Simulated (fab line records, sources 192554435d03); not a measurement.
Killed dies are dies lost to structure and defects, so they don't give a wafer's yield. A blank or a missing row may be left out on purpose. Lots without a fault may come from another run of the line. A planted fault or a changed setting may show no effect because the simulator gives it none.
Split-lot experiment | flow n5_finfet | 7 lots, 21 wafers read, on a route of 1938 steps

THE SPLIT
At N5_BEOL_M4_TRENCH_ETCH_37 (etches SiOC in C4F6/O2, target depth 55.555 nm, time 29.2 s), the setting source_w was moved away from the recipe's 355 W on 12 of the 21 wafers read, by -10.2% to +17.4%. The other wafers ran this setting at the recipe's value.

FROM THE SPLIT TO THE READING: what the file shows between them, 2 steps
- N5_BEOL_M4_ETCH_41: etches SiCN in CH3F/O2, target depth 29.9 nm, time 52.5 s
- N5_BEOL_M4_STRIP_97: strips in N2/H2, time 10 s

THE READING
trench_depth_nm, in nm, at N5_BEOL_M4_OCD_MEAS_38. Fault-free wafers of this fab line usually give 54.9 nm, standard deviation 0.68 nm.

wafer  | tool, chamber at the split | source_w as run, W | against the recipe | trench_depth_nm, nm | against lot-mates on the recipe
L076.1 | rie_diel-04, 1             | 318.7              | -10.2%             | 52.7                | no lot-mate on the recipe
L076.5 | rie_diel-04, 3             | 318.7              | -10.2%             | 52.6                | no lot-mate on the recipe
L076.6 | rie_diel-04, 2             | 318.7              | -10.2%             | 52.7                | no lot-mate on the recipe
L078.2 | rie_diel-05, 3             | 396.6              | +11.7%             | 57.4                | +1.7
L078.3 | rie_diel-05, 1             | 355                | recipe             | 55.7                | -
L078.5 | rie_diel-05, 0             | 396.6              | +11.7%             | 58.3                | +2.6
L087.1 | rie_diel-05, 1             | 355                | recipe             | 54.4                | -
L087.5 | rie_diel-05, 3             | 416.6              | +17.4%             | 56.9                | +2.3
L087.6 | rie_diel-05, 0             | 355                | recipe             | 54.8                | -
L088.1 | rie_diel-02, 0             | 392.7              | +10.6%             | 56.8                | +2.3
L088.3 | rie_diel-02, 2             | 355                | recipe             | 54.5                | -
L088.6 | rie_diel-02, 1             | 392.7              | +10.6%             | 58.3                | +3.8
L089.4 | rie_diel-02, 3             | 355                | recipe             | 55.6                | -
L089.5 | rie_diel-02, 2             | 384.4              | +8.3%              | 56.2                | +0.6
L089.6 | rie_diel-02, 3             | 384.4              | +8.3%              | 57.3                | +1.7
L091.1 | rie_diel-05, 1             | 355                | recipe             | 53.9                | -
L091.4 | rie_diel-05, 2             | 319.9              | -9.9%              | 53.0                | -0.9
L091.6 | rie_diel-05, 2             | 319.9              | -9.9%              | 52.9                | -1.0
L094.2 | rie_diel-05, 0             | 355                | recipe             | 54.7                | -
L094.5 | rie_diel-05, 0             | 355                | recipe             | 54.7                | -
L094.6 | rie_diel-05, 3             | 355                | recipe             | 54.2                | -

THE FIT
A straight line over all 21 wafers: trench_depth_nm changes by +0.207 nm for each +1% of source_w; r = +0.93; the points scatter about the line by 0.68 nm.
The same after taking each lot's own level away (the mean of its wafers on the recipe; 18 wafers): +0.159 nm for each +1%; r = +0.89; scatter 0.64 nm.
On that fit, the largest move of source_w shifts the reading by 2.8 nm.
The lots' own levels span 53.90 to 55.70 nm, that is 2.6 times the standard deviation above.
So the lot-to-lot level changes the slope: the two fits differ.
Check: with one of the wafers moved furthest among these (+17.4%) left out of the fit, the line predicts +3.22 nm for it against its lot-mates. It came out at +2.3 nm against them.
Tool readings at the split's step, against how far the setting was moved: rf_vpp_V r = -0.96.

OTHER SPLITS ON THESE WAFERS
These wafers also went through other splits before the reading. Each is held against what the fit with the lots' levels taken away leaves over:
other split on the same wafers | wafers away from the commonest value | r with trench_depth_nm (lot level and that fit taken away)
N5_BEOL_M4_ETCH_64 bias_w      | 8                                    | -0.18
N5_BEOL_M4_COAT_67 spin_rpm    | 10                                   | -0.25

THE WHOLE CHAIN: every reading that the file lists as answering this split, in the file's order
step                      | what it does                                                | reading                                                                   | change (the file's fit)               | r (the file's)
N5_BEOL_M4_TRENCH_ETCH_37 | etches SiOC in C4F6/O2, target depth 55.555 nm, time 29.2 s | rf_vpp_V                                                                  | -2.97 V for each +1% of the setting   | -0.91
N5_BEOL_M4_TRENCH_ETCH_37 | etches SiOC in C4F6/O2, target depth 55.555 nm, time 29.2 s | etch.depth_nm (the simulator's own value, which no gauge read)            | +0.183 nm for each +1% of the setting | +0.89
N5_BEOL_M4_TRENCH_ETCH_37 | etches SiOC in C4F6/O2, target depth 55.555 nm, time 29.2 s | BEOL_M4.feature_depth_nm (the simulator's own value, which no gauge read) | +0.184 nm for each +1% of the setting | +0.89
N5_BEOL_M4_OCD_MEAS_38    |                                                             | trench_depth_nm                                                           | +0.162 nm for each +1% of the setting | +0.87

THE FILE'S OWN FIT
trench_depth_nm changes by +0.162 nm for each +1% of source_w, r = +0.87.
